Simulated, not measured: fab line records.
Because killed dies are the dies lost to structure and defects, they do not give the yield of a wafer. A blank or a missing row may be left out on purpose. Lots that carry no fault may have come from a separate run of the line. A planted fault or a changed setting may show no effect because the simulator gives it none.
Problem report in the 8D (eight disciplines) form, filled by code    flow nandHarc    the parts of the form that need people (team, actions taken, sign-off) are left out

== 1. PROBLEM STATEMENT ==
Wafers without a fault read 32, standard deviation 9; killedDies at NHARC_END_SORT_01 reads a mean of 93 on 6 wafers belonging to 2 lots. That is +6.8 standard deviations from the usual mean.
Earliest sighting: wafer L750.1 on prober-02 at day 24 11:31. The record has a number at this step for 6 wafers belonging to 2 lots. Rule for "out", or "out of limits": more than 4 standard deviations from the usual mean. The other wafers with a number count as sound.

== 2. WHAT IT IS; WHAT IT IS NOT ==
question                     is                         is not
which readings at this step  killedDies, killedAtArray  killedAtOther, killedAtPeriphery, killedShort
which lots                   L750, L753                 -
which wafers of those lots   all that have a number     -
read on which gauges         prober-01, prober-02       -
when                         from day 24 11:31          up to then (0 sound wafers)

== 3. SUSPECTS, AND WHAT RULES EACH OUT ==
Counting: any tool at a process step up to the reading is kept as a suspect provided that every lot that is out went through it and no sound lot did after the first of them.
- the gauge at NHARC_END_SORT_01 has been ruled out. Those wafers that are out were read across 2 gauges (prober-01, prober-02).
- pecvdOnon-02 at NHARC_A_ONON_D1_DEP_16 (target thk 1000 nm): kept. It ran every lot that is out, first L750 (day 12 10:10), and no sound lot after that.
Left after counting: pecvdOnon-02 at NHARC_A_ONON_D1_DEP_16.

== 4. THE CAUSE (what the simulator had put in) ==
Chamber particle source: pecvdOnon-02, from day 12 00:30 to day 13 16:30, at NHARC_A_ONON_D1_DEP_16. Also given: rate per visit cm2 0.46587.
Only this tool survived the counting.

== 5. SEQUENCE OF EFFECTS, ordered by route ==
Rows list readings where the struck wafers' mean (over those with a number) sits beyond 3 standard deviations from the usual. Only readings whose record carries a usual standard deviation are examined. hours: median over the lots of the time between each lot's start at the first step of this table that gives one and its start at this step. sigmas: the change, counted in usual standard deviations.
hours  step               reading        usual  on struck wafers  change  sigmas
0      NHARC_END_SORT_01  killedAtArray  29     90                +62     +6.5
0      NHARC_END_SORT_01  killedDies     32     93                +61     +6.8

== 6. WHAT WOULD HAVE CAUGHT IT SOONER ==
299 hours passed between the start of the fault at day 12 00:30 and the first reading out of limits at a measuring or inspecting step in this record, taken at day 24 11:31.
By day 24 11:31 the whole set of lots that are out, 2 in number, had already begun NHARC_A_ONON_D1_DEP_16 on pecvdOnon-02. Holding the tool at that point would not have protected any of them.
